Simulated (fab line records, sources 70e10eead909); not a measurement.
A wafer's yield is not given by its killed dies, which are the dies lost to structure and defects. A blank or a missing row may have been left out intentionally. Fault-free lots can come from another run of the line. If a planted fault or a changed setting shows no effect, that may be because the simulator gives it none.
fab line records	flow nandHarc
record lots=12	wafers=36	lastDay=33
route steps=1302 shown P_GATE@190 P_CONTACT@237
lots that met no fault: taken from a fault-free run of the same line
startH: start of the lot's first displayed wafer, in hours after the record's first day	waitH: hours elapsed since this lot's preceding step	" identical to the entry in the row above	L1.1+2: a single row standing in for several wafers	- no value, or no start was given	* or withheld: withheld	< > ~ a bound
route shown NAME@n: NAME is a module with steps in the file, n the number in the route of the first one	usual: mean and standard deviation over wafers with no fault	same: alike in all rows	chamber/n: place in a boat	sites: each site's reading	_std_site: the values' standard deviation	_edge_site: outer sites' mean less inner sites'	radiusMm: how far each site lies from the wafer's centre	mask NAME#n: copy n	behind: the last tool/chamber to shape the wafer	hold: why the lot went on hold/how many hours it stayed there/how the hold came to an end	device: which transistor (n, p or np) failed to switch	end of line: tests of these same wafers at the route's end	a step without rows: its recipe alone	killed: dies lost to structure and defects at the first sort, not the wafer's yield	map: the dies of a wafer, with x for killed, . for not killed, _ for no die there
set.NAME: setting as actually run; set.NAME@STEP: the setting as run at that earlier step	model.NAME: the simulator's own value behind a step, which no gauge read
route steps across a sampled set of lots; one table per step, one row per wafer
services: when a tool's chamber went out of use (startH, in hours from the record's first day, below 0 if earlier), for how many hours, and the reason
## steps
# step NHARC_P_GATE_STRIP_76
# recipe powerW=1500	tempC=250	chemistry=O2
# usual drypumpMotorCurrentA=5.8/0.53	heaterPowerW=349/24
lot.wafer	tool	chamber	startH	waitH	drypumpMotorCurrentA	heaterPowerW	rfHoursCounterH
L249.3	plasmaAsher-01	1	121.24	0.1	5.0	325	-
L249.6	"	0	"	"	5.3	313	-
L249.5	"	1	"	"	5.1	323	-
L250.2	plasmaAsher-02	1	123.66	0.2	5.8	374	7
L250.3	"	0	"	"	6.5	367	-
L250.6	"	0	"	"	6.5	357	-
L251.1	plasmaAsher-02	0	131.30	0.2	6.5	360	9
L251.4	"	1	"	"	5.8	367	-
L251.6	"	0	"	"	6.5	358	-
L253.3	plasmaAsher-01	0	149.71	0.2	5.3	316	-
L253.4	"	1	"	"	5.0	321	-
L253.5	"	1	"	"	5.0	320	-
L258.1	plasmaAsher-02	0	204.89	0.2	6.5	357	28
L258.2	"	1	"	"	5.8	377	28
L258.3	"	0	"	"	6.5	363	-
L260.1	plasmaAsher-02	1	222.35	0.2	5.9	368	32
L260.3	"	0	"	"	6.5	370	-
L260.4	"	1	"	"	5.8	367	-
L265.2	plasmaAsher-02	1	276.45	0.2	5.8	371	4
L265.6	"	0	"	"	6.5	362	-
L265.5	"	1	"	"	5.8	366	-
L266.1	plasmaAsher-02	0	280.55	0.2	6.5	364	5
L266.6	"	1	"	"	5.8	359	-
L266.5	"	0	"	"	6.5	367	-
L267.2	plasmaAsher-02	1	291.69	0.2	5.8	362	7
L267.3	"	0	"	"	6.5	367	-
L267.4	"	1	"	"	5.8	356	-
L268.1	plasmaAsher-01	0	301.95	0.2	5.4	310	27
L268.4	"	1	"	"	5.0	328	-
L268.6	"	0	"	"	5.4	317	-
L271.2	plasmaAsher-01	1	329.70	0.2	5.1	327	33
L271.1	"	0	"	"	5.3	315	33
L271.6	"	0	"	"	5.4	308	-
L272.1	plasmaAsher-02	1	342.99	0.2	5.8	360	16
L272.2	"	0	"	"	6.5	364	16
L272.5	"	1	"	"	5.8	363	-
# step NHARC_P_GATE_STRIP_113
# recipe powerW=1500	tempC=110	timeS=740	chemistry=N2/H2
# usual drypumpMotorCurrentA=5.7/0.55	heaterPowerW=92/6.8
lot.wafer	tool	chamber	startH	waitH	drypumpMotorCurrentA	heaterPowerW	rfHoursCounterH
L249.3	plasmaAsher-01	0	122.89	0.4	5.3	85	-
L249.6	"	0	"	"	5.3	84	-
L249.5	"	1	"	"	5.0	88	-
L250.2	plasmaAsher-01	0	125.03	0.2	5.3	83	30
L250.3	"	1	"	"	5.0	84	-
L250.6	"	1	"	"	5.0	88	-
L251.1	plasmaAsher-02	0	132.74	0.2	6.5	95	9
L251.4	"	1	"	"	5.8	96	-
L251.6	"	0	"	"	6.5	98	-
L253.3	plasmaAsher-02	1	151.37	0.4	5.9	101	-
L253.4	"	0	"	"	6.5	98	-
L253.5	"	0	"	"	6.5	98	-
L258.2	plasmaAsher-02	0	206.34	0.2	6.5	99	28
L258.1	"	1	"	"	5.8	97	28
L258.3	"	0	"	"	6.5	94	-
L260.1	plasmaAsher-01	0	223.79	0.2	5.4	83	10
L260.3	"	0	"	"	5.4	83	-
L260.4	"	1	"	"	5.0	88	-
L265.2	plasmaAsher-02	1	277.81	0.2	5.8	97	4
L265.6	"	1	"	"	5.8	96	-
L265.5	"	0	"	"	6.5	97	-
L266.1	plasmaAsher-01	1	281.99	0.2	5.0	89	22
L266.5	"	1	"	"	5.0	88	-
L266.6	"	0	"	"	5.3	84	-
L267.2	plasmaAsher-01	1	293.24	0.3	5.0	89	25
L267.3	"	0	"	"	5.3	84	-
L267.4	"	1	"	"	5.0	89	-
L268.1	plasmaAsher-01	0	303.52	0.3	5.3	82	27
L268.4	"	1	"	"	5.1	90	-
L268.6	"	1	"	"	5.0	88	-
L271.1	plasmaAsher-02	1	331.19	0.2	5.8	98	14
L271.2	"	0	"	"	6.5	98	14
L271.6	"	1	"	"	5.8	99	-
L272.2	plasmaAsher-02	1	344.49	0.2	5.8	97	17
L272.1	"	0	"	"	6.5	99	17
L272.5	"	1	"	"	5.8	96	-
# step NHARC_P_GATE_INSPECT_68
# usual rawDefectCount=209/82
lot.wafer	tool	chamber	startH	waitH	rawDefectCount
L249.3	defectInspect-01	-	125.24	0.1	198
L249.5	"	-	"	"	220
L249.6	"	-	"	"	326
L250.2	defectInspect-02	-	127.60	0.1	162
L250.3	"	-	"	"	258
L250.6	"	-	"	"	219
L251.1	defectInspect-02	-	135.29	0.2	418
L251.4	"	-	"	"	289
L251.6	"	-	"	"	232
L253.3	defectInspect-01	-	153.66	0.1	158
L253.4	"	-	"	"	146
L253.5	"	-	"	"	269
L258.1	defectInspect-02	-	208.97	0.2	298
L258.2	"	-	"	"	147
L258.3	"	-	"	"	213
L260.1	defectInspect-01	-	226.35	0.2	265
L260.3	"	-	"	"	154
L260.4	"	-	"	"	162
L265.2	defectInspect-02	-	280.34	0.1	314
L265.5	"	-	"	"	190
L265.6	"	-	"	"	132
L266.1	defectInspect-01	-	284.56	0.2	168
L266.5	"	-	"	"	223
L266.6	"	-	"	"	208
L267.2	defectInspect-02	-	295.68	0.2	188
L267.3	"	-	"	"	127
L267.4	"	-	"	"	117
L268.1	defectInspect-01	-	305.93	0.2	318
L268.4	"	-	"	"	280
L268.6	"	-	"	"	295
L271.1	defectInspect-02	-	333.72	0.2	185
L271.2	"	-	"	"	122
L271.6	"	-	"	"	92
L272.1	defectInspect-02	-	347.02	0.2	170
L272.2	"	-	"	"	193
L272.5	"	-	"	"	239
# step NHARC_P_CONTACT_ETCH_36
# recipe targetDepthA=2600	overEtchFrac=0.25	timeS=406.25	ionEnergyEv=200	n2FlowSccm=150	h2FlowSccm=150	arFlowSccm=0	rfW=400	biasW=150	chemistry=N2/H2
# usual drypumpMotorCurrentA=5.8/0.34	mfcArSccm=0.007/0.012	n2FlowSccm=150.0/0.45	oesProductAu=0.997/0.0098	overEtchFrac=0.25/0	rfVppV=430.3/2.7	showerheadPlenumPTorr=2.03/0.096	throttleValvePct=14.171/0.0095
lot.wafer	tool	chamber	startH	waitH	drypumpMotorCurrentA	mfcArSccm	n2FlowSccm	oesProductAu	overEtchFrac	rfHoursCounterH	rfVppV	showerheadPlenumPTorr	throttleValvePct
L249.3	rieDiel-09	1	127.09	-	6.1	0	150.6	0.984	0.25	4.1	432.1	2.10	14.187
L249.5	"	1	"	"	6.1	0	150.7	0.982	0.25	-	430.5	2.10	14.163
L249.6	"	2	"	"	5.3	0.034	150.9	0.987	0.25	-	434.0	2.17	14.169
L250.3	rieDiel-09	2	129.51	-	5.3	0.034	150.0	1.005	0.25	4.6	433.4	2.17	14.173
L250.2	"	3	"	"	6.0	0	149.7	0.981	0.25	4.7	432.9	2.12	14.182
L250.6	"	0	"	"	6.0	0	150.7	0.998	0.25	-	430.6	2.06	14.193
L251.1	rieDiel-09	0	137.16	-	6.0	0	150.5	0.993	0.25	4.9	431.8	2.06	14.165
L251.4	"	1	"	"	6.0	0	150.0	0.989	0.25	5.0	432.8	2.10	14.161
L251.6	"	0	"	"	6.0	0	149.8	0.991	0.25	-	429.5	2.06	14.181
L253.3	rieDiel-09	0	155.62	-	6.0	0	150.4	1.006	0.25	0.1	432.5	2.06	14.181
L253.5	"	3	"	"	6.0	0	149.7	0.989	0.25	-	431.5	2.12	14.168
L253.4	"	0	"	"	6.0	0	150.4	1.004	0.25	-	432.3	2.06	14.166
L258.1	rieDiel-03	0	211.44	-	5.5	0.004	150.6	0.999	0.25	6.4	430.6	2.03	14.176
L258.3	"	1	"	"	5.3	0	149.4	0.999	0.25	6.0	425.8	1.91	14.164
L258.2	"	2	"	"	5.9	0	150.8	0.995	0.25	5.8	427.4	1.89	14.149
L260.4	rieDiel-03	0	228.35	-	5.5	0.004	149.6	0.992	0.25	7.7	430.9	2.03	14.150
L260.3	"	1	"	"	5.3	0	149.4	1.003	0.25	7.0	427.0	1.91	14.179
L260.1	"	2	"	"	5.9	0	149.6	0.995	0.25	6.8	425.5	1.89	14.168
L265.2	rieDiel-09	2	282.39	-	5.3	0.034	150.2	0.999	0.3939	3.4	434.6	2.17	14.175
L265.5	"	3	"	"	5.9	0	150.2	0.985	0.3939	-	433.1	2.12	14.166
L265.6	"	0	"	"	6.0	0	149.7	1.000	0.3939	-	430.0	2.06	14.181
L266.1	rieDiel-09	1	286.43	-	6.0	0	149.4	1.014	0.3939	3.9	431.8	2.10	14.177
L266.5	"	0	"	"	6.0	0	150.5	1.004	0.3939	-	432.9	2.06	14.171
L266.6	"	1	"	"	6.0	0	149.1	1.009	0.3939	-	432.2	2.10	14.146
L267.4	rieDiel-09	2	297.67	-	5.3	0.034	150.0	1.003	0.3939	4.1	434.7	2.17	14.157
L267.2	"	3	"	"	5.9	0	149.6	0.992	0.3939	4.8	433.3	2.12	14.171
L267.3	"	0	"	"	6.0	0	149.9	1.006	0.3939	4.8	431.3	2.06	14.170
L268.4	rieDiel-03	0	307.90	-	5.6	0.004	150.1	1.002	0.25	1.5	430.3	2.02	14.189
L268.1	"	2	"	"	5.9	0	149.7	0.998	0.25	1.5	426.2	1.89	14.178
L268.6	"	1	"	"	5.3	0	150.9	1.005	0.25	-	425.5	1.91	14.186
L271.1	rieDiel-06	3	335.71	-	6.0	0	149.5	1.002	0.25	0.9	427.8	1.94	14.176
L271.2	"	0	"	"	5.2	0.016	150.4	1.004	0.25	1.0	426.8	1.90	14.162
L271.6	"	3	"	"	6.0	0	149.9	1.002	0.25	-	426.2	1.94	14.163
L272.1	rieDiel-03	0	348.99	-	5.5	0.004	150.1	0.989	0.25	3.5	430.1	2.02	14.178
L272.2	"	3	"	"	6.0	0.002	149.7	0.995	0.25	3.7	428.2	1.97	14.163
L272.5	"	0	"	"	5.5	0.004	150.4	0.993	0.25	-	430.3	2.02	14.177
## services
tool	chamber	startH	hours	kind
rieDiel-03	-	104.30	9.0	pm
rieDiel-06	0	111.69	19.0	repair
rieDiel-06	-	116.43	0.6	repair
rieDiel-09	0	121.97	2.1	repair
plasmaAsher-01	-	128.80	2.5	repair
rieDiel-06	-	130.20	9.0	pm
rieDiel-09	1	139.43	22.4	repair
rieDiel-09	-	143.10	9.0	pm
rieDiel-06	-	150.93	0.2	repair
plasmaAsher-01	-	156.04	1.6	repair
plasmaAsher-01	-	165.00	9.0	pm
rieDiel-09	3	180.03	9.0	repair
rieDiel-03	1	183.13	3.3	repair
rieDiel-06	0	212.87	4.9	repair
rieDiel-09	0	223.57	14.6	repair
rieDiel-06	1	227.76	8.0	repair
rieDiel-03	1	232.40	4.1	repair
plasmaAsher-02	-	249.00	9.0	pm
rieDiel-06	2	254.58	3.1	repair
rieDiel-09	2	258.60	2.6	repair
rieDiel-03	-	281.30	9.0	pm
rieDiel-06	1	297.69	22.5	repair
rieDiel-09	-	320.10	9.0	pm
plasmaAsher-01	-	342.00	9.0	pm
## key
firstSign step=NHARC_P_CONTACT_ETCH_36	reading=overEtchFrac	direction=up	sigmas=99+	usual=0.25	struck=0.3939
effect none on later readings
metAt NHARC_P_CONTACT_ETCH_36
struckLots L265,L266,L267
testerLeftOut L265,L266,L267
notActingAt NHARC_P_GATE_STRIP_76,NHARC_P_GATE_STRIP_113,NHARC_P_GATE_INSPECT_68
onsetBetween 155.62 282.39
fault kind=processParameterDrift	tool=rieDiel-09	chamber=-	onsetH=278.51	steps=NHARC_P_CONTACT_ETCH_36	channel=overEtchFrac	offset=0.1439	shape=step	endH=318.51	actsIn=theseRecipesOnly	stated=0.25
# testerLeftOut: of these lots the tester's yield and bins aren't shown, on N5 and GAA mostly nor the transistor test; their killed dies are dies lost to structure and defects alone, not to doping, threshold or leakage, so they don't give the yield
